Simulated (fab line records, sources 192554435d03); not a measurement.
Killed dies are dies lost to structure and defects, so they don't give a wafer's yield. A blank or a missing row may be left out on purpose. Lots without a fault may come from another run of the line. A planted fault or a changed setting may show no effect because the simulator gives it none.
fab line records | flow n5_finfet
record lots=8 wafers=24 last_day=18
route steps=1938 shown HKMG_FIN@453 BEOL_M15@1789 PASSIVATION@1936
lots that met no fault: from a run of the same line without faults
start_h: hours from the record's first day to the start of the lot's first wafer shown | wait_h: hours since the lot's step before | " the same as in the row above | L1.1+2: a row that stands for several wafers | - no value, or no start given | * or withheld: withheld | < > ~ a bound
route shown NAME@n: a module of which the file shows steps, and the number in the route of the first | usual: mean/standard deviation of fault-free wafers | same: alike in all rows | chamber/n: place in a boat | sites: the reading at each site | _std_site: their standard deviation | _edge_site: outer sites' mean less inner sites' | radius_mm: how far each site lies from the wafer's centre | mask NAME#n: copy n | behind: the tool/chamber that last shaped the wafer | hold: why the lot was held/for how many hours/how that ended | device: the transistor (n, p or np) that didn't switch | end of line: the same wafers' tests at the end of the route | a step without rows: its recipe alone | killed: dies lost to structure and defects at the first sort, not the wafer's yield | map: a wafer's dies, x killed, . not, _ none there
set.NAME: the setting as run; set.NAME@STEP: as run at that earlier step | model.NAME: the simulator's own value behind a step, which no gauge read
steps of the route over a sample of lots; a table a step, a row a wafer
services: from which hour (start_h, from the record's first day; less than 0 if before it) a tool's chamber was out of use, for how many hours, and why
## steps
# step N5_HKMG_FIN_WET_ETCH_73
# recipe chemistry=SC1 mix=1:2:40 temp_c=50 time_s=42.3 target_depth_nm=1.3 dry=ipa_marangoni rinse_time_s=30 rinse_temp_c=23
# columns lot.wafer tool chamber start_h wait_h
L379.1+5+6 wet_bench-02 5,4,6 84.65 0.1
L382.3+5+6 wet_bench-02 0,7,3 103.85 0.1
L383.2+5+6 wet_bench-02 6,0,4 107.86 0.3
L384.2+3+6 wet_bench-02 1,7,2 119.93 0.1
L386.1+2+5 wet_bench-02 6,1,3 128.01 0.1
L388.1+5+6 wet_bench-05 3,1,7 143.12 0.1
L398.2+4+5 wet_bench-02 6,3,4 200.92 0.1
L401.1+5+6 wet_bench-03 4,3,7 219.25 0.1
# step N5_BEOL_M15_STRIP_63
# recipe chemistry=O2 power_w=600 temp_c=60 pressure_mtorr=30 rf_frequency_hz=6e+07 bias_power_w=0 overash_fraction=0.3 o2_flow_sccm=225
# usual drypump_motor_current_A=5.6/0.45 oes_product_au=0.77/0.088 rf_vpp_V=3.6/0.73 showerhead_plenum_p_Torr=2.11/0.057 throttle_valve_pct=16.79/0.27
# columns lot.wafer tool chamber start_h wait_h drypump_motor_current_A oes_product_au rf_hours_counter_h rf_vpp_V showerhead_plenum_p_Torr throttle_valve_pct
L379.1 rie_diel-05 2 - - 5.2 0.70 202 4.0 2.09 16.69
L379.5 " 0 " " 5.8 0.70 - 3.5 2.19 17.00
L379.6 " 3 " " 5.8 0.72 - 5.4 2.08 16.81
L382.3 rie_diel-03 2 - - 5.1 0.92 23 3.3 2.14 16.28
L382.5 " 3 " " 5.6 0.74 - 3.8 2.18 17.14
L382.6 " 0 " " 5.4 0.83 - 4.9 2.04 16.70
L383.2 rie_diel-05 1 - - 5.6 0.69 215 4.1 2.08 16.88
L383.5 " 0 " " 5.8 0.71 - 4.4 2.19 17.02
L383.6 " 1 " " 5.6 0.68 - 2.5 2.08 16.87
L384.2 rie_diel-03 0 - - 5.5 0.82 93 3.3 2.04 16.71
L384.3 " 2 " " 5.1 0.92 28 2.8 2.14 16.31
L384.6 " 1 " " 5.1 0.74 - 3.9 2.11 16.91
L386.1 rie_diel-04 2 - - 6.5 0.92 14 3.3 2.23 16.21
L386.2 " 1 " " 5.6 0.74 154 2.8 2.10 17.06
L386.5 " 1 " " 5.5 0.74 - 4.8 2.10 17.06
L388.1 rie_diel-05 0 - - 5.8 0.69 231 3.0 2.18 17.06
L388.5 " 0 " " 5.8 0.70 - 2.6 2.18 17.02
L388.6 " 1 " " 5.6 0.69 - 3.6 2.08 16.90
L398.2 rie_diel-04 0 - - 6.1 0.68 255 4.2 2.06 16.83
L398.4 " 1 " " 5.5 0.73 - 4.1 2.09 17.09
L398.5 " 2 " " 6.5 0.87 - 4.2 2.22 16.28
L401.1 rie_diel-04 3 - - 5.0 0.86 48 3.5 2.06 16.63
L401.5 " 1 " " 5.5 0.72 - 5.2 2.08 17.12
L401.6 " 2 " " 6.5 0.85 - 3.1 2.22 16.29
# step N5_BEOL_M15_STRIP_64
# recipe chemistry=O2 power_w=600 temp_c=60 pressure_mtorr=30 rf_frequency_hz=6e+07 bias_power_w=0 overash_fraction=0.3 o2_flow_sccm=225
# usual drypump_motor_current_A=5.6/0.44 oes_product_au=0.77/0.087 rf_vpp_V=3.6/0.5 showerhead_plenum_p_Torr=2.11/0.057 throttle_valve_pct=16.79/0.27
# columns lot.wafer tool chamber start_h wait_h drypump_motor_current_A oes_product_au rf_hours_counter_h rf_vpp_V showerhead_plenum_p_Torr throttle_valve_pct
L379.1 rie_diel-05 2 - - 5.3 0.70 202 3.5 2.09 16.71
L379.5 " 0 " " 5.8 0.71 - 3.0 2.19 17.01
L379.6 " 3 " " 5.9 0.72 - 3.2 2.08 16.83
L382.3 rie_diel-03 2 - - 5.1 0.93 23 3.7 2.14 16.28
L382.5 " 3 " " 5.6 0.74 - 3.9 2.18 17.10
L382.6 " 0 " " 5.5 0.84 - 3.1 2.04 16.69
L383.2 rie_diel-05 1 - - 5.5 0.69 215 3.7 2.08 16.87
L383.5 " 0 " " 5.8 0.71 - 2.7 2.19 17.02
L383.6 " 1 " " 5.5 0.69 - 3.7 2.08 16.89
L384.2 rie_diel-03 0 - - 5.5 0.83 93 4.1 2.04 16.71
L384.3 " 2 " " 5.1 0.93 28 3.8 2.14 16.29
L384.6 " 1 " " 5.1 0.74 - 2.9 2.11 16.90
L386.1 rie_diel-04 2 - - 6.5 0.93 14 4.1 2.23 16.21
L386.2 " 1 " " 5.5 0.74 154 3.7 2.10 17.04
L386.5 " 1 " " 5.5 0.74 - 3.7 2.10 17.07
L388.1 rie_diel-05 0 - - 5.8 0.70 231 4.5 2.18 17.03
L388.5 " 0 " " 5.8 0.70 - 4.1 2.18 17.04
L388.6 " 1 " " 5.6 0.69 - 3.3 2.08 16.90
L398.2 rie_diel-04 0 - - 6.1 0.68 255 2.7 2.07 16.86
L398.4 " 1 " " 5.5 0.72 - 3.6 2.09 17.08
L398.5 " 2 " " 6.5 0.87 - 3.1 2.22 16.28
L401.1 rie_diel-04 3 - - 5.0 0.88 48 3.8 2.06 16.61
L401.5 " 1 " " 5.5 0.73 - 3.3 2.08 17.13
L401.6 " 2 " " 6.5 0.86 - 4.0 2.22 16.30
# step N5_BEOL_M15_SPUTTER_43
# recipe material=TaN target_thk_a=150 temp_c=50 bias_v=168.6 power_w=15000 chamber_pressure_pa=0.12 time_s=24.19
# usual throttle_valve_pct=30.1/1
# columns lot.wafer tool chamber start_h wait_h throttle_valve_pct
L379.1 pvd_sputter-02 - 269.55 0.0 29.3
L379.5 " - " " 29.5
L379.6 " - " " 29.5
L382.3 pvd_sputter-03 - 290.84 0.0 29.4
L382.5 " - " " 29.1
L382.6 " - " " 30.1
L383.2 pvd_sputter-01 - 295.12 0.0 31.6
L383.5 " - " " 31.8
L383.6 " - " " 30.8
L384.2 pvd_sputter-03 - 307.23 0.0 29.2
L384.3 " - " " 30.1
L384.6 " - " " 30.3
L386.1 pvd_sputter-03 - 314.05 0.0 31.9
L386.2 " - " " 30.2
L386.5 " - " " 32.0
L388.1 pvd_sputter-01 - 322.63 0.0 31.9
L388.5 " - " " 31.9
L388.6 " - " " 30.1
L398.2 pvd_sputter-01 - 389.80 0.0 30.6
L398.4 " - " " 30.8
L398.5 " - " " 31.6
L401.1 pvd_sputter-03 - 423.30 0.0 29.4
L401.5 " - " " 30.3
L401.6 " - " " 32.0
# step N5_BEOL_M15_RC_MEAS_101
# usual COMB_M10=1.39e-11/3e-12 COMB_M11=1.5e-11/3.3e-12 COMB_M12=6.2e-12/1.3e-12 COMB_M13=4.6e-12/1e-12 COMB_M14=3.7e-12/8.7e-13 COMB_M15=2.3e-12/6.9e-13 COMB_M5=3.6e-11/6.7e-12 COMB_M6=2.6e-11/5e-12 COMB_M7=2.5e-11/5.6e-12 COMB_M8=2.6e-11/4.6e-12 COMB_M9=1.42e-11/2.8e-12 SERP_M10=3.07/0.099 SERP_M10_max_site=3.15/0.11 SERP_M11=3.09/0.11 SERP_M12=0.632/0.018 SERP_M12_max_site=0.645/0.019 SERP_M13=0.308/0.005 SERP_M13_max_site=0.311/0.0053 SERP_M14=0.160/0.0047 SERP_M5=38.9/1.6 SERP_M6=14.2/0.59 SERP_M7=14.0/0.59 SERP_M7_max_site=14.7/0.67 SERP_M8=13.7/0.54 SERP_M8_max_site=14.2/0.54 SERP_M9=3.11/0.11
# columns lot.wafer tool chamber start_h wait_h COMB_M10[S/m] COMB_M11[S/m] COMB_M12[S/m] COMB_M13[S/m] COMB_M14[S/m] COMB_M15[S/m] COMB_M5[S/m] COMB_M6[S/m] COMB_M7[S/m] COMB_M8[S/m] COMB_M9[S/m] SERP_M10[ohm/um] SERP_M10_max_site[ohm/um] SERP_M11[ohm/um] SERP_M12[ohm/um] SERP_M12_max_site[ohm/um] SERP_M13[ohm/um] SERP_M13_max_site[ohm/um] SERP_M14[ohm/um] SERP_M5[ohm/um] SERP_M6[ohm/um] SERP_M7[ohm/um] SERP_M7_max_site[ohm/um] SERP_M8[ohm/um] SERP_M8_max_site[ohm/um] SERP_M9[ohm/um]
L379.1 prober-01 0 271.55 0.6 1.19e-11 1.5e-11 4.7e-12 6e-12 3.7e-12 2e-12 3.3e-11 2.6e-11 3e-11 2.1e-11 1.77e-11 2.94 3.02 3.04 0.687 0.712 0.303 0.305 0.157 37.1 14.7 13.7 14.3 13.6 13.9 3.32
L379.5 " 0 " " 1.3e-11 1.3e-11 7.6e-12 6.7e-12 3.5e-12 3.6e-12 2.8e-11 3.1e-11 2.8e-11 2.3e-11 1.36e-11 2.96 3.00 3.06 0.653 0.662 0.308 0.311 0.156 38.7 14.5 13.3 13.9 14.2 14.4 3.20
L379.6 " 0 " " 1.14e-11 1.3e-11 7.1e-12 5.5e-12 4.7e-12 1.6e-12 3.2e-11 2.8e-11 3.1e-11 2.6e-11 1.58e-11 2.93 2.96 2.88 0.655 0.669 0.301 0.303 0.153 37.5 14.6 14.0 14.4 13.3 13.8 3.16
L382.3 prober-01 0 292.47 0.3 1.67e-11 1.5e-11 5e-12 4.1e-12 4.3e-12 1.3e-12 2.9e-11 2.6e-11 3.1e-11 3.7e-11 1.58e-11 2.97 3.02 3.11 0.618 0.632 0.313 0.318 0.151 39.4 13.3 13.5 14.6 13.6 14.3 3.07
L382.5 " 0 " " 1.18e-11 1.1e-11 4.4e-12 3.7e-12 3.7e-12 2.3e-12 3.5e-11 3e-11 3.5e-11 2.6e-11 1.47e-11 3.00 3.11 3.14 0.657 0.671 0.296 0.299 0.159 40.3 13.3 14.1 14.4 12.8 14.3 3.21
L382.6 " 0 " " 2.05e-11 1.7e-11 5.1e-12 3.4e-12 4.9e-12 2.3e-12 3e-11 3.1e-11 3e-11 2e-11 1.58e-11 3.10 3.14 3.24 0.615 0.634 0.308 0.311 0.163 38.7 14.1 13.7 14.1 13.6 14.2 3.06
L383.2 prober-02 0 296.57 0.2 9.7e-12 1.4e-11 5.2e-12 7.1e-12 2.5e-12 3.1e-12 4.5e-11 2.4e-11 2.8e-11 2.9e-11 1.16e-11 3.06 3.16 3.20 0.628 0.634 0.309 0.313 0.159 37.0 13.8 14.1 15.0 13.8 14.0 3.16
L383.5 " 0 " " 1.26e-11 2e-11 5.9e-12 4.3e-12 3e-12 1.6e-12 3.9e-11 2.5e-11 2.5e-11 2.7e-11 1.79e-11 3.17 3.23 3.11 0.639 0.650 0.306 0.312 0.157 39.8 13.5 14.0 14.3 14.1 14.5 3.16
L383.6 " 0 " " 1.76e-11 1.7e-11 4.9e-12 4.3e-12 3.2e-12 2.3e-12 4e-11 2.2e-11 2.6e-11 3.5e-11 9.7e-12 3.21 3.25 3.20 0.615 0.633 0.312 0.318 0.157 38.9 12.7 13.8 14.2 14.1 14.6 3.20
L384.2 prober-01 0 308.68 0.2 1.06e-11 1.6e-11 6.3e-12 4.6e-12 3.8e-12 2.6e-12 3.4e-11 3.5e-11 2.8e-11 2.9e-11 1.35e-11 3.10 3.16 3.05 0.617 0.628 0.315 0.317 0.157 38.2 13.4 14.1 15.3 13.3 14.0 3.10
L384.3 " 0 " " 8.6e-12 1.6e-11 6.1e-12 3.8e-12 3.6e-12 2e-12 3.3e-11 3.3e-11 2.2e-11 3.3e-11 1.82e-11 2.95 3.09 2.95 0.630 0.636 0.305 0.307 0.156 40.9 14.2 14.4 14.9 14.8 14.9 3.11
L384.6 " 0 " " 2.01e-11 1.6e-11 5.3e-12 5.1e-12 5e-12 1.6e-12 4.4e-11 2.4e-11 2.6e-11 3.5e-11 1.89e-11 2.95 3.01 2.96 0.635 0.642 0.303 0.305 0.157 37.1 14.2 13.5 14.3 13.6 14.3 3.08
L386.1 prober-02 0 315.45 0.0 1.25e-11 1.6e-11 6.9e-12 4.2e-12 2.6e-12 2.3e-12 4.2e-11 2.3e-11 2e-11 2.7e-11 1.79e-11 3.17 3.25 3.23 0.623 0.632 0.307 0.309 0.167 40.6 14.2 15.5 16.4 14.3 14.9 2.99
L386.2 " 0 " " 1.13e-11 1.2e-11 7.5e-12 5e-12 4.2e-12 1.4e-12 3.8e-11 2.4e-11 1.9e-11 2.6e-11 1.05e-11 2.97 3.22 3.20 0.632 0.644 0.307 0.309 0.162 41.6 14.0 14.3 14.7 14.6 15.3 3.06
L386.5 " 0 " " 1.18e-11 1.3e-11 5.5e-12 4.6e-12 4.2e-12 1.6e-12 2.9e-11 3e-11 1.8e-11 3e-11 1.78e-11 3.18 3.24 3.24 0.622 0.633 0.307 0.312 0.158 41.0 14.3 14.6 15.4 14.3 14.6 3.04
L388.1 prober-02 0 324.11 0.0 1.25e-11 1.6e-11 4.8e-12 3.3e-12 4.6e-12 1.6e-12 4e-11 1.9e-11 3e-11 2.1e-11 1.52e-11 3.11 3.18 3.02 0.657 0.672 0.307 0.309 0.153 38.6 14.9 13.9 14.1 14.0 14.5 2.90
L388.5 " 0 " " 9.9e-12 1.2e-11 4.9e-12 4.4e-12 3.9e-12 1.1e-12 3.8e-11 2.3e-11 2.5e-11 2.3e-11 1.72e-11 3.12 3.19 3.33 0.633 0.653 0.309 0.311 0.153 39.4 14.9 12.8 13.3 14.1 14.6 3.20
L388.6 " 0 " " 1.11e-11 1.6e-11 4e-12 4.1e-12 4.6e-12 1e-12 2.8e-11 1.9e-11 2.2e-11 2.9e-11 1.5e-11 3.14 3.33 3.10 0.645 0.658 0.308 0.313 0.165 39.2 14.5 13.8 14.5 13.3 13.8 2.96
L398.2 prober-01 0 391.27 0.2 9.9e-12 1.7e-11 3.9e-12 4.1e-12 4.7e-12 2.7e-12 4.7e-11 3.3e-11 2.2e-11 2.3e-11 1.59e-11 3.08 3.13 3.26 0.641 0.645 0.327 0.330 0.171 40.4 14.2 13.6 14.1 13.5 13.9 3.14
L398.4 " 0 " " 1.49e-11 1.5e-11 4.7e-12 3.8e-12 4.4e-12 2.9e-12 3.1e-11 2.1e-11 2.6e-11 2.8e-11 1.47e-11 3.27 3.32 3.16 0.616 0.635 0.337 0.339 0.164 37.8 14.2 13.8 14.5 14.0 14.3 3.20
L398.5 " 0 " " 1.3e-11 2.3e-11 4.5e-12 3.7e-12 3.9e-12 3.2e-12 5.4e-11 2.6e-11 2.4e-11 2.6e-11 1.26e-11 3.15 3.23 3.17 0.631 0.642 0.325 0.331 0.168 40.2 14.6 13.5 14.1 14.6 14.8 3.18
L401.1 prober-01 0 424.61 0.0 1.22e-11 2e-11 8.9e-12 4.3e-12 2.5e-12 2.5e-12 3.9e-11 3.2e-11 2.1e-11 3.3e-11 1.7e-11 3.17 3.26 3.23 0.612 0.619 0.306 0.308 0.156 41.8 14.5 14.0 14.4 14.2 15.1 3.16
L401.5 " 0 " " 1.4e-11 2.2e-11 5.8e-12 5.3e-12 2.2e-12 3.2e-12 4.1e-11 2.2e-11 2.2e-11 2.2e-11 1.7e-11 3.25 3.37 3.13 0.614 0.626 0.302 0.303 0.154 36.5 14.2 14.0 14.4 14.0 14.8 3.03
L401.6 " 0 " " 1.15e-11 1.6e-11 6.1e-12 4.7e-12 3.3e-12 2.6e-12 3e-11 2.7e-11 2.8e-11 2.3e-11 2e-11 3.03 3.08 2.95 0.646 0.656 0.307 0.312 0.165 38.3 13.7 13.8 14.0 14.9 15.6 3.19
# sites SERP_M13 radius_mm=0,75,75,75,75,140,140,140,140
L379.1 0.302 0.302 0.304 0.305 0.305 0.304 0.303 0.300 0.302
L382.3 0.313 0.312 0.313 0.315 0.314 0.315 0.312 0.313 0.318
L383.2 0.309 0.308 0.309 0.309 0.313 0.309 0.309 0.310 0.310
L384.2 0.315 0.315 0.314 0.315 0.312 0.314 0.316 0.315 0.317
L386.1 0.307 0.307 0.307 0.306 0.309 0.305 0.304 0.302 0.307
L388.1 0.304 0.308 0.307 0.307 0.308 0.308 0.307 0.306 0.309
L398.2 0.324 0.327 0.323 0.323 0.323 0.330 0.327 0.328 0.329
L401.1 0.307 0.306 0.308 0.306 0.308 0.307 0.303 0.301 0.305
# step N5_PASSIVATION_PROBE_49
# usual defect_limited_yield=91.4/1.3 killed_at_M0_to_M3=34/10 killed_at_M4_up=14/5.6 killed_at_contacts=13/5.9 killed_at_front_end=37/9.9 killed_at_other=3.5/2.8 killed_dies=101/15 killed_on_rim=13/3.9 killed_open=67/12 killed_short=32/6.6 sort_bin_5_function=5.0/0.81 sort_bin_6_memory=3.2/0.66 sort_n_pass=1079/15 sort_yield_pct=91.4/1.3
# same gross_dies=1180 killed_at_back_side=0 sort_bin_4_leakage[%]=0 sort_bin_8_speed[%]=0
# columns lot.wafer tool chamber start_h wait_h defect_limited_yield[%] killed_at_M0_to_M3 killed_at_M4_up killed_at_contacts killed_at_front_end killed_at_other killed_dies killed_on_rim killed_open killed_short sort_bin_5_function[%] sort_bin_6_memory[%] sort_n_pass sort_yield_pct[%]
L388.1 prober-02 - 337.09 0.0 91.9 45 8 10 29 4 96 13 68 28 4.9 3.1 1084 91.9
L388.5 prober-02 - 337.29 0.2 90.5 43 18 4 46 1 112 11 78 34 5.3 4.0 1068 90.5
L388.6 prober-02 - 337.34 0.3 89.1 57 11 11 45 5 129 17 86 43 6.4 4.2 1051 89.1
# killed by level:class
L388.1 BEOL_M0_SAQP:geometric_particle:open=9 MOL_CONTACT_COAG:geometric_particle:open=8 BEOL_M2:geometric_particle:open=8 STI_FIN_REVEAL:geometric_particle:open=7 BEOL_M0_SAQP:geometric_particle:short=7 BEOL_M3:geometric_particle:open=7 BEOL_M1:geometric_particle:open=6 FIN_SAQP:geometric_particle:short=4
L388.5 BEOL_M2:geometric_particle:open=15 STI_FIN_REVEAL:geometric_particle:open=11 BEOL_M0_SAQP:geometric_particle:short=7 BEOL_M5:geometric_particle:open=6 FIN_SAQP:geometric_particle:open=6 BEOL_M4:geometric_particle:open=6 BEOL_M1:geometric_particle:open=5 BEOL_M3:geometric_particle:open=5
L388.6 BEOL_M0_SAQP:geometric_particle:short=14 BEOL_M0_SAQP:geometric_particle:open=13 BEOL_M1:geometric_particle:open=11 DUMMY_GATE:geometric_particle:open=9 MOL_CONTACT_COAG:geometric_particle:open=9 FIN_SAQP:geometric_particle:short=7 STI_FIN_REVEAL:geometric_particle:open=7 BEOL_M2:geometric_particle:open=7
## services
# columns tool chamber start_h hours kind
rie_diel-03 2 63.50 4.4 repair
rie_diel-05 3 63.51 2.7 repair
pvd_sputter-02 - 78.25 1.7 repair
rie_diel-03 - 78.65 2.5 repair
pvd_sputter-01 - 99.50 4.9 repair
wet_bench-05 - 106.12 1.9 pm
rie_diel-04 - 118.88 14.6 pm
pvd_sputter-02 - 157.68 14.3 repair
rie_diel-04 3 164.80 1.4 repair
rie_diel-03 1 194.09 2.4 repair
pvd_sputter-02 - 207.32 1.6 repair
rie_diel-04 3 230.43 - clean
rie_diel-04 3 230.43 - consumable_replace:focus_ring
rie_diel-04 3 230.43 24.4 scheduled_down
rie_diel-04 3 230.43 24.4 vent_cycle
rie_diel-03 1 238.76 4.5 repair
rie_diel-04 3 285.00 27.2 repair
rie_diel-04 0 322.48 6.7 repair
rie_diel-04 - 351.21 1.5 repair
rie_diel-05 1 366.16 8.4 repair
rie_diel-05 - 374.16 14.6 pm
rie_diel-04 3 378.16 8.3 repair
rie_diel-05 0 389.04 11.5 repair
rie_diel-03 1 396.85 17.9 repair
## key
first_sign step=N5_BEOL_M15_RC_MEAS_101 reading=SERP_M13 direction=up sigmas=4.4 usual=0.308 struck=0.330
effect step=N5_BEOL_M15_RC_MEAS_101 reading=SERP_M13_max_site direction=up sigmas=4.3 usual=0.311 struck=0.333
met_at N5_HKMG_FIN_WET_ETCH_73
struck_lots L398
not_acting_at N5_BEOL_M15_STRIP_63,N5_BEOL_M15_STRIP_64,N5_BEOL_M15_SPUTTER_43
onset_between 128.01 200.92
fault kind=process_parameter_drift tool=wet_bench-02 chamber=- onset_h=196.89 steps=N5_HKMG_FIN_WET_ETCH_73 channel=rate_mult offset=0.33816 shape=step end_h=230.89
